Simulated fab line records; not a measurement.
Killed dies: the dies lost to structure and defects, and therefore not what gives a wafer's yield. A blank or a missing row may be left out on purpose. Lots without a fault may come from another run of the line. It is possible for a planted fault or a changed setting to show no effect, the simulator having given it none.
3 desks looking at one fault || flow n5-finfet || numbers are kept per desk, each desk with only its own; the story behind them comes last

## METROLOGY DESK
Lot by lot, what the gauges showed, no matter which tool ran the lot: averages of those sampled wafers that carry a number. The brackets show how far a lot's mean lies from the usual mean; more than 4 standard deviations puts the lot out of limits, marked OUT.
Columns: A = cd-nm at N5_MIM_BOT_LITHO_CD_MEAS_08, usual 3000.4 nm; B = MIM_BOT_OVL at N5_MIM_BOT_LITHO_OVL_MEAS_11, usual -1 nm
{"lot": "L742", "first seen here": "day 12 10:07", "A": 3000.1, "B": -4}
{"lot": "L747", "first seen here": "day 13 13:19", "A": 3001.8, "B": -1}
{"lot": "L752", "first seen here": "day 14 16:17", "A": 2999.9, "B": -2}
{"lot": "L757", "first seen here": "day 16 09:35", "A": 3000.7, "B": -4}
{"lot": "L759", "first seen here": "day 16 22:50", "A": 3000.7, "B": -6}
{"lot": "L762", "first seen here": "day 17 06:53", "A": 2999.1, "B": 0}
Result from this desk: across the 6 lots, nothing is out of limits.

## THE DEFECT DESK
For each lot, the counts of the inspections along the route, averaged over the sampled wafers that have a number. The brackets show how far a lot's mean lies from the usual mean; more than 4 standard deviations puts the lot out of limits, marked OUT.
Columns: A = raw-defect-count at N5_MIM_BOT_LITHO_INSPECT_12, usual 2.0
{"lot": "L742", "first seen here": "day 12 10:10", "A": 2.3}
{"lot": "L747", "first seen here": "day 13 13:22", "A": 1.7}
{"lot": "L752", "first seen here": "day 14 16:20", "A": 1.3}
{"lot": "L757", "first seen here": "day 16 09:38", "A": 1.3}
{"lot": "L759", "first seen here": "day 16 22:53", "A": 2.7}
{"lot": "L762", "first seen here": "day 17 06:56", "A": 2.7}
Result from this desk: across the 6 lots, nothing is out of limits.

## AT THE TOOL OWNER'S DESK: rie-metal-03
The tool's own readings at N5_MIM_BOT_ETCH_ETCH_00 (etches TiN in Cl2/BCl3, target depth 45.5 nm): means of the sampled wafers that have a number, for each lot that ran on this tool. The brackets show how far a lot's mean lies from the usual mean; more than 4 standard deviations puts the lot out of limits, marked OUT.
Columns: A = bias-w at N5_MIM_BOT_ETCH_ETCH_00, usual 125.9 W; B = drypump-motor-current-A at N5_MIM_BOT_ETCH_ETCH_00, usual 5.46 A; C = oes-product-au at N5_MIM_BOT_ETCH_ETCH_00, usual 0.79 a.u.; D = throttle-valve-pct at N5_MIM_BOT_ETCH_ETCH_00, usual 21.97 %
{"lot": "L742", "first seen here": "day 12 10:29", "A": 125.9, "B": 5.39, "C": 0.83, "D": 21.92}
{"lot": "L747", "first seen here": "day 13 13:41", "A": "123.5 (-6.1) OUT", "B": 5.40, "C": 0.76, "D": 22.07}
{"lot": "L752", "first seen here": "day 14 16:37", "A": "122.9 (-7.6) OUT", "B": 5.39, "C": 0.74, "D": 22.08}
This desk's finding: out of limits on L747, L752; first on L747, day 13 13:41 (bias-w at N5_MIM_BOT_ETCH_ETCH_00). L742 stayed within limits.

## TAKEN TOGETHER
At day 13 13:41, on L747, L752, the tool owner's desk was in a position to raise an alarm.
Metrology desk: nothing out of limits seen.
The defect desk saw nothing out of limits.
The metrology desk holds a record of L747, L752, inside its limits.
The defect desk has L747, L752 on record, within its limits.
Every lot named ran N5_MIM_BOT_ETCH_ETCH_00 on rie-metal-03.

## WHAT THE SIMULATOR HAD INSERTED
rie-metal-03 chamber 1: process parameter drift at N5_MIM_BOT_ETCH_ETCH_00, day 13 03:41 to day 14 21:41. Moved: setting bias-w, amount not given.
Struck lots among those shown: L747, L752.
Time in hours from fault onset to the first out-of-limits reading at each desk: the tool owner's desk, 10.
